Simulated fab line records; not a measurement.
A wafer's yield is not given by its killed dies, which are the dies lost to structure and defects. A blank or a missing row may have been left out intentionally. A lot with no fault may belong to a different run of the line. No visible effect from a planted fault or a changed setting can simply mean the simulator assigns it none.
Comparing a struck lot with a sound one | flow nand_harc | 17 out of 1302 route steps
Sound: wafers L553.1, L553.4, L553.5. Struck: wafer L563.1. (L563.3, L563.6 of the same lot were not struck and are left out.) The cause comes at the end.
Per side, at each step with rows, come the tool, then ch with its chambers, and then its first start. Under that, the readings that differ: sound wafers | struck wafers | difference of the means | sigmas: that difference in standard deviations of wafers without a fault.
alike: readings whose means differ by less than 2 such deviations, and words and numbers that are the same on both sides. not compared: withheld readings, readings that some wafer has no value for, bounds like >300 that may hide the same value, and numbers for which the record gives no deviation and whose values overlap.
The two part at a step that has a row with sigmas, a row that says differs or no value, or rows on one side only. Non-overlapping numbers with no deviation appear without sigmas and do not part them. A reading that every wafer of one side lacks parts them only if that side has two wafers or more.

NHARC_A_SGD_CUT_CD_MEAS_09: the cd target is 100 nm.
  sound on cd_sem-02 ch 0, day 19 20:25; struck on cd_sem-03 ch 0, day 24 04:12
  alike: cd_nm
NHARC_A_SGD_CUT_OVL_MEAS_10:
  sound: overlay-01 at day 19 20:30; struck: overlay-01 at day 24 04:17
  alike: overlay_x_nm, overlay_y_nm
NHARC_A_SGD_CUT_INSPECT_11:
  sound: defect_inspect-01 at day 19 20:32; struck: defect_inspect-02 at day 24 04:19
  alike: raw_defect_count
NHARC_A_SGD_CUT_DESCUM_14: chemistry O2, time 3 s.
  sound on rie_diel-05 ch 1,2,3, day 19 20:37; struck on rie_diel-09 ch 1, day 24 04:23
  alike: drypump_motor_current_A, mfc_ar_sccm, o2_flow_sccm, oes_product_au, rf_vpp_V, showerhead_plenum_p_Torr, throttle_valve_pct
  not compared: rf_hours_counter_h
NHARC_A_SGD_CUT_ETCH_58: etches the open film in CF4, target depth 39 nm, time 65 s.
  sound on rie_diel-05 ch 0,1,3, day 19 20:41; struck on rie_diel-09 ch 0, day 24 04:28
  alike: drypump_motor_current_A, mfc_ar_sccm, oes_product_au, rf_vpp_V, showerhead_plenum_p_Torr, throttle_valve_pct
  not compared: rf_hours_counter_h
NHARC_A_SGD_CUT_ETCH_59: etches the open film in N2/H2, target depth 260 nm, time 406.25 s.
  sound on rie_diel-05 ch 0,2; struck on rie_diel-09 ch 2
  reading                         | sound             | struck | difference | sigmas
  mfc_ar_sccm (sccm)              | 0 0 0             | 0.039  | +0.039     | +3
  rf_vpp_V (V)                    | 434.4 432.2 433.8 | 427.7  | -5.8       | -2
  showerhead_plenum_p_Torr (Torr) | 2.18 2.06 2.18    | 1.89   | -0.25      | -3
  alike: drypump_motor_current_A, oes_product_au, throttle_valve_pct
  not compared: rf_hours_counter_h
then, 1 step without rows for these wafers: NHARC_A_SGD_CUT_ETCH_15 (etches the open film in CH3F/O2, target depth 75 nm, time 64.3 s).
NHARC_A_SGD_CUT_ETCH_16: etches the open film in C4F8/O2/Ar, target depth 310.5 nm, time 155.2 s.
  sound on rie_diel-05 ch 0,1,2; struck on rie_diel-09 ch 2
  alike: oes_product_au, rf_vpp_V
  not compared: rf_hours_counter_h
then, 1 step without rows for these wafers: NHARC_A_SGD_CUT_STRIP_60 (strips in C4F8/O2/Ar).
NHARC_A_SGD_CUT_STRIP_17: strips in O2.
  sound on rie_diel-05 ch 0,1,3; struck on rie_diel-09 ch 0
  reading               | sound             | struck | difference | sigmas
  oes_product_au (a.u.) | 1.017 1.004 1.007 | 0.989  | -0.020     | -2
  alike: drypump_motor_current_A, mfc_ar_sccm, o2_flow_sccm, rf_vpp_V, showerhead_plenum_p_Torr, throttle_valve_pct
  not compared: rf_hours_counter_h
then, 2 steps without rows for these wafers: NHARC_A_SGD_CUT_PRECLEAN_18 (cleans in SC1); NHARC_A_SGD_CUT_SRD_19.
NHARC_A_SGD_CUT_DEP_20: deposits SiO2, target thk 150 nm.
  sound on fcvd-01 ch 0,1, day 19 21:46; struck on fcvd-02 ch 0,1, day 24 05:31
then, 1 step without rows for these wafers: NHARC_A_SGD_CUT_ANNEAL_27 (time 1800 s).
NHARC_A_SGD_CUT_CMP_21: polishes, target thk 148.19 nm.
  sound on cmp-01 ch 0,2,3, day 20 04:34; struck on cmp-02 ch 3, day 24 09:53
  reading                | sound          | struck | difference | sigmas
  time_to_endpoint_s (s) | 46.5 45.2 47.5 | 29.0   | -17.4      | -7
  alike: motor_current_A, slurry_filter_dp_kPa
  not compared: pad_life_wafers
NHARC_A_SGD_CUT_THK_MEAS_22: measures by ellipsometry.
  sound: film_metro-02 at day 20 04:49; struck: film_metro-02 at day 24 10:06
  reading     | sound             | struck | difference | sigmas
  thk_nm (nm) | 149.7 148.4 146.7 | 95.9   | -52.4      | -37
following that, these wafers have no rows for 1 step: NHARC_A_SGD_CUT_SRD_23.

== WHERE THEY PART ==
Last at NHARC_A_SGD_CUT_THK_MEAS_22 as far as this record goes, first at NHARC_A_SGD_CUT_ETCH_59.

WHY: what the simulator had put in
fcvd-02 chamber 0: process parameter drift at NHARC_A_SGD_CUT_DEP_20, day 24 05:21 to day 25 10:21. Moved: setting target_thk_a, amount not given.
